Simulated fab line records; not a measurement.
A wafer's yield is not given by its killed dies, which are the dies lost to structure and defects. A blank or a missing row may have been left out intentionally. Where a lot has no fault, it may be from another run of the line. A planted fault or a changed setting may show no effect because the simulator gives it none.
Chamber matching    flow n5 finfet    4 sister chambers for N5_SD_EPI_P_ETCH_47 on rie diel-06
The step etches SiOCN in CH3F/O2, target depth 25 nm. 4 wafers are shown with their chamber, then 9 later ones without.

## WAFERS, EACH WITH ITS CHAMBER
wafer   chamber  drypump motor current A (A)
L081.6  1        5.8
L090.2  2        6.7
L091.4  3        5.6
L091.5  0        6.5

## WAFERS MISSING THEIR CHAMBER
wafer   drypump motor current A (A)
L093.1  6.4
L093.2  5.6
L093.4  5.8
L095.3  6.7
L095.4  5.6
L095.5  6.5
L097.2  6.4
L097.4  5.6
L097.6  5.5

## CHAMBER TAKEN BY EACH
wafer   from the rows above  in truth
L093.1  0                    0
L093.2  3                    3
L093.4  1                    1
L095.3  2                    2
L095.4  3                    3
L095.5  0                    0
L097.2  0                    0
L097.4  3                    3
L097.6  3                    3
Correct placement for 9 of the 9. From these rows, 0 cannot be placed. Number placed wrongly: 0.
How it was worked out, from the rows above alone: a wafer's distance from a chamber is the root of the sum, over the readings, of the square of ((its reading less the chamber's mean) divided by the reading's scatter). The wafer belongs to the nearest chamber; if the next one is less than 2 further off, it can't be placed. A chamber's mean is the mean of its shown wafers. The scatter (one wafer shown for each chamber): square how far every hidden wafer sits from the nearest shown wafer, average those squares and take the square root.
